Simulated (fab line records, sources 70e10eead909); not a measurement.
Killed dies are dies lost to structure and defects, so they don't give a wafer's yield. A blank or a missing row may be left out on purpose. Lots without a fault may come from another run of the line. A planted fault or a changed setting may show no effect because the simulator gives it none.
Chamber matching | flow nand_harc | NHARC_A_SLIT_DEP_25 on pecvd-01: 3 sister chambers
The step deposits SiO2, target thk 200 nm. 3 wafers are shown with their chamber, then 7 later ones without.

WAFERS WITH THEIR CHAMBER
wafer  | chamber | throttle_valve_pct (%)
L084.6 | 0       | 15.1
L083.1 | 1       | 16.7
L083.3 | 2       | 16.8

WAFERS WITHOUT THEIR CHAMBER
wafer  | throttle_valve_pct (%)
L083.6 | 15.5
L091.2 | 16.9
L091.4 | 16.5
L091.6 | 17.1
L097.1 | 15.7
L097.4 | 15.7
L097.6 | 16.8

WHICH CHAMBER EACH WENT THROUGH
wafer  | from the rows above          | in truth
L083.6 | 0                            | 0
L091.2 | can't be placed: 2 or 1      | 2
L091.4 | can't be placed: 1 or 2      | 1
L091.6 | can't be placed: 2 or 1      | 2
L097.1 | can't be placed: 0 or 1 or 2 | 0
L097.4 | can't be placed: 0 or 1 or 2 | 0
L097.6 | can't be placed: 2 or 1      | 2
Placed correctly: 1 of 7. Can't be placed from these rows: 6 (the true chamber is among the candidates in 6). Placed wrongly: 0.
How it was worked out, from the rows above alone: a wafer's distance from a chamber is the root of the sum, over the readings, of the square of ((its reading less the chamber's mean) divided by the reading's scatter). The wafer belongs to the nearest chamber; if the next one is less than 2 further off, it can't be placed. A chamber's mean is the mean of its shown wafers. The scatter: with one shown wafer a chamber, the root of the mean of the squares of how far each hidden wafer lies from its nearest shown one.
